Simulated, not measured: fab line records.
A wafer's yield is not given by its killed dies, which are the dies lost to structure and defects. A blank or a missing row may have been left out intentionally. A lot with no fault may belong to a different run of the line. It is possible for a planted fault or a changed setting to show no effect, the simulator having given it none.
Split-lot trial | flow n5_finfet | 7 lots, 21 wafers read, on a route of 1938 steps

== THE SPLIT ITSELF ==
At N5_BEOL_M2_PECVD_72 (deposits SiO2 from TEOS/O2, target thk 16 nm, time 18 s), the setting temp_c was moved away from the recipe's 400 C on 6 of the 21 wafers read, by +2.6% to +3.3%. This setting was run at the recipe's value on the other wafers.

The split's own step is where the reading is taken.

== THE READING ==
SiO2_of_BEOL_M2_PECVD_72.thk_nm (the simulator's own value, which no gauge read), in nm, at N5_BEOL_M2_PECVD_72 (deposits SiO2 from TEOS/O2, target thk 16 nm, time 18 s). The file does not state a usual value for it. The 15 wafers here that ran the recipe average 15.9 nm, standard deviation 0.18 nm.

wafer  | tool, chamber at the split | temp_c as run, C | against the recipe | SiO2_of_BEOL_M2_PECVD_72.thk_nm, nm | against lot-mates on the recipe
L082.1 | pecvd-02, 1                | 400              | recipe             | 16                                  | -
L082.2 | pecvd-02, 2                | 410.2            | +2.6%              | 15                                  | -1.1
L082.3 | pecvd-02, 0                | 400              | recipe             | 16.2                                | -
L083.4 | pecvd-04, 1                | 400              | recipe             | 16                                  | -
L083.5 | pecvd-04, 2                | 400              | recipe             | 16.2                                | -
L083.6 | pecvd-04, 0                | 400              | recipe             | 15.8                                | -
L087.2 | pecvd-02, 0                | 413.4            | +3.3%              | 14.4                                | -1.6
L087.5 | pecvd-02, 2                | 413.4            | +3.3%              | 14.8                                | -1.2
L087.6 | pecvd-02, 0                | 400              | recipe             | 16                                  | -
L088.2 | pecvd-01, 0                | 400              | recipe             | 15.6                                | -
L088.5 | pecvd-01, 0                | 412.1            | +3.0%              | 14.4                                | -1.2
L088.6 | pecvd-01, 1                | 412.1            | +3.0%              | 14.6                                | -1.0
L089.1 | pecvd-01, 0                | 400              | recipe             | 15.8                                | -
L089.6 | pecvd-01, 0                | 400              | recipe             | 15.8                                | -
L089.5 | pecvd-01, 1                | 400              | recipe             | 16                                  | -
L093.1 | pecvd-01, 1,0              | 400              | recipe             | 15.8                                | -
L093.3 | pecvd-01, 1,0              | 400              | recipe             | 15.8                                | -
L093.5 | pecvd-01, 1                | 400              | recipe             | 16                                  | -
L094.1 | pecvd-01, 2                | 411.1            | +2.8%              | 14.8                                | -1.0
L094.4 | pecvd-01, 1                | 400              | recipe             | 15.6                                | -
L094.5 | pecvd-01, 0                | 400              | recipe             | 16                                  | -
When a row names more than one chamber, that row covers several wafers, and the file does not tell which wafer ran in which chamber.

FIT RESULTS
A straight line over all 21 wafers: SiO2_of_BEOL_M2_PECVD_72.thk_nm changes by -0.412 nm for each +1% of temp_c; r = -0.95; the points scatter about the line by 0.19 nm.
The same after taking each lot's own level away (the mean of its wafers on the recipe; 21 wafers): -0.394 nm for each +1%; r = -0.97; scatter 0.14 nm.
Per that fit: largest temp_c move, reading shift of 1.3 nm.
Across the lots, their own levels run from 15.60 to 16.10 nm, a range of 2.8 times the standard deviation given above.
Hence the lot-to-lot level has little effect on the slope; both slopes agree.
Check: -1.25 nm against its lot-mates is what the line predicts for one of the wafers moved furthest among these (+3.3%) when that wafer is left out of the fit. Against them it came out at -1.6 nm.

== OTHER SPLITS ON THESE WAFERS ==
These wafers also went through other splits before the reading. Each is held against what the fit with the lots' levels taken away leaves over:
other split on the same wafers                  | wafers away from the commonest value | r with SiO2_of_BEOL_M2_PECVD_72.thk_nm (lot level and that fit taken away)
N5_MOL_CONTACT_COAG_ETCHBACK_136 target_depth_a | 11                                   | -0.29
N5_MOL_CONTACT_COAG_CVD_140 target_thk_a        | 6                                    | +0.02
N5_BEOL_M0_SAQP_SPACER2_ALD_26 target_thk_a     | 8                                    | -0.19
N5_BEOL_M0_SAQP_COAT_87 temp_c                  | 7                                    | +0.07
N5_BEOL_M1_COAT_67 spin_rpm                     | 5                                    | +0.16
N5_BEOL_M1_COAT_76 time_s                       | 5                                    | +0.02
N5_BEOL_M1_CMP_52 down_force_psi                | 8                                    | +0.36

== THE FILE'S OWN FIT ==
SiO2_of_BEOL_M2_PECVD_72.thk_nm changes by -0.393 nm for each +1% of temp_c, r = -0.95.
